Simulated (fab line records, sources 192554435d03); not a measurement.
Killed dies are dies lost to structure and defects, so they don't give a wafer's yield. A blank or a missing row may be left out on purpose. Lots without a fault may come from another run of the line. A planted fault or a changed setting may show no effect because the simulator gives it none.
Which tool did it? | flow n5_finfet | 14 lots, 42 wafers sampled, at 8 steps of a route of 1938

WHAT THE GAUGES READ, wafer by wafer
N5_BEOL_M0_SAQP_THK_MEAS_05.
lot  | measured     | on            | thk_nm (nm)
L356 | day 5 14:01  | film_metro-01 | 59.1 60.3 59.5
L357 | day 5 13:50  | film_metro-02 | 60.0 58.8 60.1
L358 | day 5 21:28  | film_metro-01 | 59.6 59.3 59.8
L361 | day 6 12:40  | film_metro-01 | 58.8 60.6 61.0
L362 | day 7 00:25  | film_metro-01 | 59.0 57.6 60.1
L363 | day 7 10:18  | film_metro-02 | 59.3 57.9 59.5
L369 | day 8 20:55  | film_metro-02 | 59.1 60.0 60.0
L370 | day 8 23:04  | film_metro-01 | 59.6 60.4 61.3
L372 | day 9 09:28  | film_metro-02 | 59.8 60.5 59.0
L374 | day 9 21:18  | film_metro-01 | 60.8 58.8 59.8
L376 | day 10 05:22 | film_metro-02 | 58.2 58.4 59.6
L377 | day 10 15:00 | film_metro-02 | 60.0 59.5 60.3
L378 | day 10 20:35 | film_metro-02 | 59.5 60.5 60.9
L379 | day 11 02:34 | film_metro-01 | 58.0 60.2 59.7

N5_BEOL_M0_SAQP_CD_MEAS_25: target cd 13.1 nm.
lot  | measured     | on        | cd_nm (nm)
L356 | day 5 16:34  | cd_sem-01 | 13.01 12.67 12.82
L357 | day 5 15:58  | cd_sem-01 | 12.66 12.77 12.76
L358 | day 5 23:46  | cd_sem-03 | 13.07 13.20 12.92
L361 | day 6 15:40  | cd_sem-01 | 12.71 12.86 12.90
L362 | day 7 03:13  | cd_sem-02 | - - -
L363 | day 7 12:34  | cd_sem-02 | - - -
L369 | day 8 22:56  | cd_sem-02 | 13.08 12.95 13.19
L370 | day 9 01:14  | cd_sem-02 | 12.48 12.78 12.90
L372 | day 9 11:36  | cd_sem-03 | 12.76 12.97 12.82
L374 | day 9 23:24  | cd_sem-03 | 12.98 12.74 12.68
L376 | day 10 07:39 | cd_sem-01 | 12.67 12.61 12.89
L377 | day 10 17:19 | cd_sem-01 | 12.70 12.73 13.47
L378 | day 10 22:46 | cd_sem-01 | 12.97 13.11 12.94
L379 | day 11 07:02 | cd_sem-02 | 12.90 12.47 12.78

N5_BEOL_M4_RC_MEAS_101.
lot  | measured     | on        | DIBL_N (mV/V)  | DIBL_P (mV/V)  | IOFF_N (nA/um) | IOFF_P (nA/um) | ION_N (uA/um) | ION_P (uA/um) | SS_N (mV/dec)  | SS_P (mV/dec)  | VT_N (mV)   | VT_P (mV)
L356 | day 8 08:06  | prober-01 | 36.5 37.3 37.0 | 36.5 37.2 36.9 | 0.18 0.20 0.19 | 0.22 0.23 0.22 | 682 687 685   | 472 463 466   | 71.6 72.3 72.0 | 73.3 73.7 73.5 | 248 247 244 | -248 -250 -248
L357 | day 8 16:08  | prober-02 | 37.9 37.5 36.5 | 37.5 37.1 36.5 | 0.20 0.21 0.18 | 0.24 0.24 0.22 | 697 696 685   | 470 476 471   | 71.8 71.3 71.8 | 73.1 73.3 72.8 | 243 242 245 | -249 -247 -247
L358 | day 8 10:57  | prober-02 | 36.3 37.3 36.6 | 36.9 38.5 38.4 | 0.16 0.17 0.17 | 0.18 0.19 0.18 | 681 682 675   | 452 452 453   | 71.1 71.8 71.8 | 73.4 72.8 74.1 | 250 253 250 | -253 -255 -256
L361 | day 9 09:56  | prober-02 | 39.0 38.7 37.0 | 38.2 38.2 35.9 | 0.21 0.20 0.17 | 0.26 0.27 0.22 | 685 683 674   | 469 470 462   | 71.9 72.0 70.7 | 74.1 73.8 73.3 | 248 243 250 | -247 -246 -247
L369 | day 11 14:52 | prober-02 | 36.1 38.9 36.0 | 35.1 38.4 34.6 | 0.16 0.22 0.15 | 0.25 0.31 0.23 | 675 694 673   | 479 476 475   | 70.8 72.2 71.7 | 73.5 73.6 72.5 | 247 245 247 | -244 -239 -249
L370 | day 11 11:36 | prober-02 | 38.1 35.3 36.1 | 39.7 36.3 37.3 | 0.23 0.17 0.19 | 0.26 0.21 0.22 | 695 685 688   | 469 467 466   | 73.0 71.8 71.5 | 73.4 73.4 73.4 | 244 250 248 | -248 -250 -252
L372 | day 11 19:54 | prober-01 | 36.5 33.6 35.1 | 37.1 34.0 36.0 | 0.16 0.13 0.14 | 0.22 0.18 0.21 | 674 667 667   | 461 460 461   | 71.1 70.8 71.1 | 73.9 73.0 73.9 | 252 252 253 | -251 -254 -249
L374 | day 12 18:10 | prober-02 | 38.1 37.3 36.4 | 39.1 38.4 37.8 | 0.23 0.21 0.19 | 0.26 0.26 0.24 | 689 701 693   | 467 477 473   | 72.1 71.9 71.6 | 73.5 73.4 74.1 | 245 243 247 | -246 -247 -248
L376 | day 13 01:03 | prober-02 | 37.4 36.9 37.0 | 38.3 37.2 37.3 | 0.16 0.16 0.16 | 0.22 0.21 0.21 | 676 682 667   | 461 461 463   | 71.4 70.6 71.3 | 74.0 73.2 72.6 | 251 250 250 | -249 -251 -248
L377 | day 13 05:24 | prober-01 | 35.0 35.4 38.7 | 34.1 34.3 38.4 | 0.12 0.12 0.18 | 0.17 0.17 0.23 | 665 669 678   | 457 455 464   | 71.3 71.1 72.1 | 72.2 72.6 74.3 | 252 252 247 | -251 -255 -248
L378 | day 13 22:52 | prober-02 | 38.3 36.6 35.1 | 38.7 36.7 35.0 | 0.19 0.14 0.14 | 0.25 0.23 0.20 | 673 654 668   | 469 459 462   | 72.7 71.7 71.7 | 73.5 73.3 73.1 | 246 253 250 | -248 -248 -249
L379 | day 13 22:10 | prober-01 | 39.0 36.7 35.6 | 37.7 36.5 34.4 | 0.19 0.16 0.13 | 0.24 0.24 0.19 | 679 689 679   | 463 480 464   | 73.4 70.5 71.2 | 74.3 73.0 72.9 | 246 248 250 | -247 -246 -252

WHICH TOOL RAN EACH LOT (tool, then ch and the chambers of the sampled wafers, then the start)
lot  | N5_MOL_CONTACT_COAG_CVD_140   | N5_BEOL_M0_SAQP_HM_OPEN_112        | N5_BEOL_M0_SAQP_MANDREL_ETCH_20 | N5_BEOL_M0_SAQP_STRIP_86           | N5_BEOL_M0_SAQP_MANDREL1_REMOVE_100
L356 | cvd_w-01 ch 0,1, day 5 07:46  | rie_diel-05 ch 1,3, day 5 14:48    | rie_si-03 ch 0,2,3, day 5 14:53 | rie_diel-01 ch 0,1,3, day 5 14:59  | rie_si-02 ch 0,1,2, day 5 16:28
L357 | cvd_w-02 ch 0,1, day 5 09:13  | rie_diel-01 ch 1,2,3, day 5 14:35  | rie_si-02 ch 1,2,3, day 5 14:40 | rie_diel-01 ch 0,2,3, day 5 14:46  | rie_si-03 ch 0,2,3, day 5 15:51
L358 | cvd_w-02 ch 0,1, day 5 16:57  | rie_diel-05 ch 0,2,3, day 5 22:13  | rie_si-01 ch 0,1,3, day 5 22:18 | rie_diel-05 ch 0,2, day 5 22:24    | rie_si-03 ch 0,2,3, day 5 23:40
L361 | cvd_w-01 ch 0,1, day 6 06:52  | rie_diel-04 ch 0,3, day 6 13:19    | rie_si-02 ch 0,2,3, day 6 13:23 | rie_diel-04 ch 0,1,3, day 6 13:29  | rie_si-02 ch 0,2,3, day 6 15:34
L362 | cvd_w-01 ch 0,1, day 6 18:32  | rie_diel-01 ch 1,3, day 7 01:34    | rie_si-02 ch 0,3, day 7 01:38   | rie_diel-05 ch 2,3, day 7 01:44    | rie_si-01 ch 1,2, day 7 03:06
L363 | cvd_w-01 ch 1, day 6 22:21    | rie_diel-05 ch 0,2,3, day 7 11:11  | rie_si-03 ch 1,2,3, day 7 11:16 | rie_diel-04 ch 0,3, day 7 11:22    | rie_si-03 ch 1,3, day 7 12:27
L369 | cvd_w-02 ch 0,1, day 8 14:27  | rie_diel-01 ch 1,2,3, day 8 21:32  | rie_si-03 ch 2,3, day 8 21:38   | rie_diel-01 ch 2,3, day 8 21:43    | rie_si-02 ch 0,1,3, day 8 22:49
L370 | cvd_w-02 ch 1, day 8 18:37    | rie_diel-04 ch 1,2,3, day 8 23:50  | rie_si-02 ch 1,2, day 8 23:55   | rie_diel-04 ch 1,2,3, day 9 00:01  | rie_si-02 ch 1,2,3, day 9 01:08
L372 | cvd_w-01 ch 0,1, day 9 03:22  | rie_diel-01 ch 1,3, day 9 10:14    | rie_si-02 ch 1,3, day 9 10:19   | rie_diel-05 ch 0,1, day 9 10:25    | rie_si-01 ch 1,2,3, day 9 11:29
L374 | cvd_w-01 ch 0,1, day 9 15:30  | rie_diel-01 ch 1,2,3, day 9 21:58  | rie_si-03 ch 0,2, day 9 22:03   | rie_diel-05 ch 0,1,3, day 9 22:13  | rie_si-03 ch 2,3, day 9 23:17
L376 | cvd_w-02 ch 0,1, day 10 00:11 | rie_diel-01 ch 2,3, day 10 06:08   | rie_si-03 ch 2,3, day 10 06:13  | rie_diel-05 ch 1,2,3, day 10 06:19 | rie_si-01 ch 0,1,2, day 10 07:32
L377 | cvd_w-02 ch 0,1, day 10 09:55 | rie_diel-05 ch 1,2,3, day 10 15:48 | rie_si-03 ch 2,3, day 10 15:53  | rie_diel-05 ch 0,1,2, day 10 15:59 | rie_si-03 ch 2,3, day 10 17:12
L378 | cvd_w-01 ch 0,1, day 10 14:34 | rie_diel-05 ch 0,1,3, day 10 21:14 | rie_si-03 ch 0,3, day 10 21:19  | rie_diel-01 ch 2,3, day 10 21:35   | rie_si-03 ch 0,2,3, day 10 22:40
L379 | cvd_w-01 ch 0,1, day 10 21:20 | rie_diel-01 ch 1,2,3, day 11 03:20 | rie_si-03 ch 2,3, day 11 03:25  | rie_diel-01 ch 1,2, day 11 03:31   | rie_si-01 ch 0,1,2, day 11 06:55
- N5_MOL_CONTACT_COAG_CVD_140: deposits W, target thk 66.5 nm, time 215 s.
- N5_BEOL_M0_SAQP_HM_OPEN_112: chemistry CHF3/O2, target SiO2, stops on a-Si, target depth 12 nm, time 13.5 s.
- N5_BEOL_M0_SAQP_MANDREL_ETCH_20: etches a-Si in HBr/Cl2, stops on SiNx, target depth 60 nm, bt time 10 s, time 30 s.
- N5_BEOL_M0_SAQP_STRIP_86: strips in N2/H2.
- N5_BEOL_M0_SAQP_MANDREL1_REMOVE_100: chemistry HBr/Cl2/O2, target a-Si, stops on SiNx, bt time 10 s.

WHAT THE TOOLS THEMSELVES READ (means of the sampled wafers that have a number; where no wafer has one, the mark that the record gives instead)
N5_MOL_CONTACT_COAG_CVD_140.
lot  | tool     | heater_power_w (W)
L356 | cvd_w-01 | 431
L357 | cvd_w-02 | 484
L358 | cvd_w-02 | 481
L361 | cvd_w-01 | 501
L362 | cvd_w-01 | 441
L363 | cvd_w-01 | 563
L369 | cvd_w-02 | 475
L370 | cvd_w-02 | 463
L372 | cvd_w-01 | 509
L374 | cvd_w-01 | 513
L376 | cvd_w-02 | 480
L377 | cvd_w-02 | 496
L378 | cvd_w-01 | 507
L379 | cvd_w-01 | 506

N5_BEOL_M0_SAQP_HM_OPEN_112.
lot  | tool        | CHF3_flow_sccm (sccm) | O2_flow_sccm (sccm) | drypump_motor_current_A (A) | oes_f_703_au (a.u.) | oes_product_au (a.u.) | rf_vpp_V (V) | showerhead_plenum_p_Torr (Torr) | throttle_valve_pct (%)
L356 | rie_diel-05 | 49.94                 | 4.992               | 6.1                         | 0.80                | 0.52                  | 516          | 2.39                            | 18.87
L357 | rie_diel-01 | 49.98                 | 4.993               | 5.8                         | 0.83                | 0.55                  | 514          | 2.39                            | 18.73
L358 | rie_diel-05 | 50.05                 | 5.006               | 5.8                         | 0.73                | 0.49                  | 527          | 2.46                            | 18.92
L361 | rie_diel-04 | 49.92                 | 5.015               | 5.3                         | 0.75                | 0.48                  | 513          | 2.37                            | 18.84
L362 | rie_diel-01 | -                     | -                   | -                           | -                   | -                     | -            | -                               | -
L363 | rie_diel-05 | -                     | -                   | -                           | -                   | -                     | -            | -                               | -
L369 | rie_diel-01 | 50.05                 | 4.997               | 5.9                         | 0.79                | 0.53                  | 514          | 2.38                            | 18.77
L370 | rie_diel-04 | 50.08                 | 4.996               | 5.7                         | 0.90                | 0.59                  | 530          | 2.55                            | 18.63
L372 | rie_diel-01 | 49.90                 | 5.007               | 6.1                         | 0.78                | 0.52                  | 516          | 2.40                            | 18.72
L374 | rie_diel-01 | 50.00                 | 4.993               | 5.8                         | 0.78                | 0.52                  | 515          | 2.37                            | 18.79
L376 | rie_diel-01 | 49.94                 | 4.988               | 5.4                         | 0.78                | 0.51                  | 516          | 2.37                            | 18.92
L377 | rie_diel-05 | 50.00                 | 4.982               | 5.9                         | 0.76                | 0.50                  | 523          | 2.40                            | 18.93
L378 | rie_diel-05 | 50.03                 | 4.997               | 6.1                         | 0.79                | 0.52                  | 519          | 2.41                            | 18.85
L379 | rie_diel-01 | 49.91                 | 5.001               | 5.8                         | 0.77                | 0.51                  | 513          | 2.37                            | 18.81

N5_BEOL_M0_SAQP_MANDREL_ETCH_20.
lot  | tool      | drypump_motor_current_A (A) | oes_product_au (a.u.) | throttle_valve_pct (%)
L356 | rie_si-03 | 5.7                         | 0.782                 | 35.36
L357 | rie_si-02 | 5.7                         | 0.775                 | 35.30
L358 | rie_si-01 | 6.2                         | 0.782                 | 35.36
L361 | rie_si-02 | 5.7                         | 0.786                 | 35.09
L362 | rie_si-02 | 5.9                         | 0.333                 | 35.88
L363 | rie_si-03 | 5.5                         | 0.332                 | 36.03
L369 | rie_si-03 | 5.4                         | 0.786                 | 35.28
L370 | rie_si-02 | 5.6                         | 0.778                 | 35.48
L372 | rie_si-02 | 5.9                         | 0.772                 | 35.26
L374 | rie_si-03 | 5.3                         | 0.777                 | 35.36
L376 | rie_si-03 | 5.8                         | 0.784                 | 35.30
L377 | rie_si-03 | 5.4                         | 0.787                 | 35.28
L378 | rie_si-03 | 5.9                         | 0.796                 | 35.43
L379 | rie_si-03 | 5.8                         | 0.785                 | 35.27

N5_BEOL_M0_SAQP_STRIP_86.
lot  | tool        | drypump_motor_current_A (A) | oes_product_au (a.u.) | rf_vpp_V (V) | showerhead_plenum_p_Torr (Torr) | throttle_valve_pct (%)
L356 | rie_diel-01 | 6.2                         | 0.80                  | 122.5        | 3.37                            | 18.74
L357 | rie_diel-01 | 5.8                         | 0.78                  | 122.5        | 3.36                            | 18.76
L358 | rie_diel-05 | 5.5                         | 0.77                  | 121.5        | 3.43                            | 19.20
L361 | rie_diel-04 | 5.6                         | 0.78                  | 122.4        | 3.35                            | 18.73
L362 | rie_diel-05 | 5.6                         | 0.77                  | 123.0        | 3.43                            | 19.09
L363 | rie_diel-04 | 5.3                         | 0.74                  | 120.9        | 3.27                            | 18.64
L369 | rie_diel-01 | 5.7                         | 0.80                  | 121.0        | 3.31                            | 18.62
L370 | rie_diel-04 | 5.7                         | 0.92                  | 123.0        | 3.56                            | 18.50
L372 | rie_diel-05 | 6.0                         | 0.84                  | 122.2        | 3.31                            | 18.91
L374 | rie_diel-05 | 6.1                         | 0.80                  | 123.8        | 3.37                            | 19.00
L376 | rie_diel-05 | 5.9                         | 0.76                  | 121.0        | 3.36                            | 19.03
L377 | rie_diel-05 | 5.8                         | 0.83                  | 122.3        | 3.35                            | 19.03
L378 | rie_diel-01 | 5.4                         | 0.78                  | 119.9        | 3.27                            | 18.85
L379 | rie_diel-01 | 5.5                         | 0.79                  | 121.5        | 3.24                            | 19.02

N5_BEOL_M0_SAQP_MANDREL1_REMOVE_100.
lot  | tool      | drypump_motor_current_A (A) | oes_product_au (a.u.) | throttle_valve_pct (%)
L356 | rie_si-02 | 5.5                         | 0.995                 | 36.43
L357 | rie_si-03 | 5.6                         | 1.008                 | 36.63
L358 | rie_si-03 | 5.6                         | 1.010                 | 36.61
L361 | rie_si-02 | 5.7                         | 1.004                 | 36.35
L362 | rie_si-01 | 6.2                         | 0.377                 | 36.78
L363 | rie_si-03 | 5.9                         | 0.382                 | 36.38
L369 | rie_si-02 | 5.6                         | 1.001                 | 36.38
L370 | rie_si-02 | 5.7                         | 0.996                 | 36.64
L372 | rie_si-01 | 6.4                         | 1.009                 | 36.76
L374 | rie_si-03 | 5.5                         | 1.015                 | 36.54
L376 | rie_si-01 | 6.0                         | 1.005                 | 36.61
L377 | rie_si-03 | 5.4                         | 1.011                 | 36.54
L378 | rie_si-03 | 5.6                         | 1.017                 | 36.62
L379 | rie_si-01 | 6.0                         | 0.991                 | 36.61

THE ANSWER, worked out from the rows above alone
Rule: what is usual is taken from the lots themselves. Put in order of their means at a reading, lots are off if they are a third of the lots or fewer, leave a main group of 4 or more, and stand apart from it by a gap of 3 or more times the standard deviation of the main group's means; of several such gaps the widest counts. A main group whose means are all the same, to the digits that the tables above print for the reading, isn't used. A lot without any number at a reading at which 4 lots or more have one is off too. The other lots that the step has rows for count as sound. The gauges are gone through in route order, then the tools' own readings, and for those a lot's mean is taken as printed above. The first step at which some lot is off is used, and at that step the reading that is off furthest; a lot without a number counts as furthest.
Off: L362, L363, at N5_BEOL_M0_SAQP_CD_MEAS_25 (cd_nm). Without a number there: L362, L363. The main group: mean 12.86 nm, standard deviation 0.13.
A tool fits if, at a process step before that reading, it ran every lot that is off, and no sound lot after the first of them. The gauges at N5_BEOL_M0_SAQP_CD_MEAS_25 aren't tried: what is off there is off at N5_BEOL_M0_SAQP_HM_OPEN_112 too, on other tools, and a gauge's error can't cause that. None of those tried fits.

WHAT THE SIMULATOR HAD PUT IN
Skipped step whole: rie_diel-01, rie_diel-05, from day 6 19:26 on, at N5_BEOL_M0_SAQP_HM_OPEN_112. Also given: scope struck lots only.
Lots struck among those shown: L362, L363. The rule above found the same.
